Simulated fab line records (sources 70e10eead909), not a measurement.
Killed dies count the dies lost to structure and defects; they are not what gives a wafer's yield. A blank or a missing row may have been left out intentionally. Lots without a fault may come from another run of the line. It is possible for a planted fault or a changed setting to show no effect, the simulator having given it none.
Comparing a struck lot with a sound one | flow nandHarc | 13 out of 1302 route steps
Sound: the wafers L116.2, L116.4, L116.5. Wafers struck: L110.3, L110.4, L110.5. At the end, the cause is stated.
Each step with rows lists, per side, the tool, then ch with its chambers, then its first start. Under that, the readings that differ: sound wafers | struck wafers | difference of the means | sigmas: that difference in standard deviations of wafers without a fault.
alike: a reading whose means differ by less than 2 such deviations, as well as words and numbers matching on both sides. not compared: withheld readings; readings where some wafer has no value; bounds like >300 that might hide an equal value; numbers whose values overlap and for which the record gives no deviation.
Wherever a step has rows on one side only, a row that says differs or no value, or a row with sigmas, the two part there. Non-overlapping numbers with no deviation appear without sigmas and do not part them. Lack of a reading on every wafer of one side parts them only where that side has two or more wafers.

NHARC_A_STAIRCASE_ETCH_170: etches the open film in C4F6/O2, target depth 200 nm, time 66.667 s.
  sound on rieDiel-02 ch 2,3; struck on rieDiel-08 ch 1,3
reading                      | sound             | struck            | difference | sigmas
rfVppV (V)                   | 546.5 542.5 544.3 | 546.7 553.0 550.4 | +5.6       | +2
showerheadPlenumPTorr (Torr) | 3.92 3.77 3.77    | 3.91 4.20 4.20    | +0.28      | +2
  alike: drypumpMotorCurrentA, oesProductAu, throttleValvePct
  not compared: rfHoursCounterH
NHARC_A_STAIRCASE_STRIP_171: strips in O2.
  sound on plasmaAsher-02 ch 0,1, day 24 06:11; struck on plasmaAsher-01 ch 0,1, day 22 10:52
  alike: drypumpMotorCurrentA, heaterPowerW
  not compared: rfHoursCounterH
then, 10 steps without rows for these wafers: NHARC_A_STAIRCASE_STRIP_172 (strips in SPM, time 900 s); NHARC_A_STAIRCASE_PRECLEAN_173 (cleans in SC1); NHARC_A_STAIRCASE_SRD_174; NHARC_A_STAIRCASE_DEHYDRATE_01 (time 120 s); NHARC_A_STAIRCASE_HMDS_02 (time 30 s); NHARC_A_STAIRCASE_COAT_03; NHARC_A_STAIRCASE_SOFTBAKE_04 (time 170 s); NHARC_A_STAIRCASE_EBR_05; NHARC_A_STAIRCASE_EXPOSE_06 (exposes mask STAIR); NHARC_A_STAIRCASE_PEB_07 (peb time 130 s).
NHARC_A_STAIRCASE_DEVELOP_08: time 140 s.
  sound on lithoTrack-02 ch 0, day 24 07:00; struck on lithoTrack-02, day 22 11:00
  no value came back on the struck wafers for chillPlateTempC (C), exhaustPa (Pa), resistLineTempC (C); on the sound wafers chillPlateTempC (C) reads 23.00 23.03 22.98

== WHERE THEY PART ==
First at NHARC_A_STAIRCASE_ETCH_170; last, within this record, at NHARC_A_STAIRCASE_DEVELOP_08.

WHY: whatever the simulator had introduced
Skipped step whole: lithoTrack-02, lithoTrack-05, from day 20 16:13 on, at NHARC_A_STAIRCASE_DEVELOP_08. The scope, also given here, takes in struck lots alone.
